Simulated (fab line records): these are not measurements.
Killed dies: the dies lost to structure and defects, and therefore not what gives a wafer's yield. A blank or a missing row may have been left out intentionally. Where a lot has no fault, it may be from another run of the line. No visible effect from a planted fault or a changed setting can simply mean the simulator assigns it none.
Chamber matching | flow nand_harc | 4 sister chambers for NHARC_A_STAIRCASE_DESCUM_186 on rie_diel-13
The step chemistry O2, time 3 s. 22 wafers are shown with their chamber, then 11 later ones without.

## WAFERS WITH THEIR CHAMBER
wafer  | chamber | showerhead_plenum_p_Torr (Torr) | drypump_motor_current_A (A) | oes_product_au (a.u.)
L074.1 | 3       | 1.90                            | 5.4                         | 1.014
L074.4 | 0       | 1.96                            | 5.9                         | 1.010
L074.5 | 3       | 1.90                            | 5.4                         | 1.021
L081.2 | 3       | 1.90                            | 5.4                         | 1.013
L081.3 | 1       | 2.06                            | 5.7                         | 0.985
L081.5 | 0       | 1.96                            | 5.9                         | 0.987
L083.1 | 0       | 1.96                            | 5.9                         | 1.000
L083.3 | 2       | 1.83                            | 6.3                         | 0.994
L083.5 | 2       | 1.83                            | 6.4                         | 0.992
L086.2 | 3       | 1.90                            | 5.4                         | 1.010
L086.4 | 0       | 1.96                            | 5.9                         | 0.998
L086.5 | 1       | 2.05                            | 5.7                         | 1.002
L084.1 | 2       | 1.83                            | 6.3                         | 0.994
L084.2 | 1       | 2.05                            | 5.7                         | 0.984
L084.4 | 3       | 1.90                            | 5.4                         | 1.005
L089.1 | 1       | 2.05                            | 5.7                         | 0.999
L089.5 | 0       | 1.96                            | 5.9                         | 1.003
L089.6 | 1       | 2.05                            | 5.7                         | 0.996
L085.1 | 2       | 1.82                            | 6.4                         | 1.008
L085.3 | 3       | 1.90                            | 5.4                         | 1.010
L085.5 | 0       | 1.96                            | 5.9                         | 1.010
L091.3 | 1       | 2.05                            | 5.7                         | 1.001

SIGNATURES, as means of the wafers listed above
reading                  | chamber 0 | chamber 1 | chamber 2 | chamber 3 | scatter within a chamber
showerhead_plenum_p_Torr | 1.9600    | 2.0517    | 1.8275    | 1.9000    | 0.00297
drypump_motor_current_A  | 5.900     | 5.700     | 6.350     | 5.400     | 0.0236
oes_product_au           | 1.00133   | 0.99450   | 0.99700   | 1.01217   | 0.00745
Rule: for a wafer and a chamber, the distance is found by dividing, reading by reading, the gap between the wafer's reading and the chamber's mean by the reading's scatter, squaring, summing and taking the root. The wafer belongs to the nearest chamber; if the next one is less than 2 further off, it can't be placed. How the scatter is found: for the shown wafers, subtract from each reading the mean of its chamber, square and add these, divide the total by (wafers less chambers), then take the root.

## WAFERS WITHOUT THEIR CHAMBER
wafer  | showerhead_plenum_p_Torr (Torr) | drypump_motor_current_A (A) | oes_product_au (a.u.)
L091.5 | 2.05                            | 5.7                         | 1.005
L091.6 | 1.95                            | 5.9                         | 0.998
L093.2 | 2.05                            | 5.7                         | 0.996
L093.4 | 1.82                            | 6.4                         | 1.007
L093.6 | 1.82                            | 6.3                         | 1.005
L094.1 | 1.89                            | 5.4                         | 1.004
L094.2 | 2.05                            | 5.7                         | 1.004
L094.5 | 1.82                            | 6.4                         | 1.015
L097.1 | 1.89                            | 5.4                         | 1.012
L097.2 | 2.04                            | 5.7                         | 1.002
L097.3 | 1.95                            | 5.9                         | 1.006

## EACH ONE'S CHAMBER
wafer  | from the rows above | in truth
L091.5 | 1                   | 1
L091.6 | 0                   | 0
L093.2 | 1                   | 1
L093.4 | 2                   | 2
L093.6 | 2                   | 2
L094.1 | 3                   | 3
L094.2 | 1                   | 1
L094.5 | 2                   | 2
L097.1 | 3                   | 3
L097.2 | 1                   | 1
L097.3 | 0                   | 0
Placed correctly: 11 of 11. Can't be placed from these rows: 0. Number placed wrongly: 0.
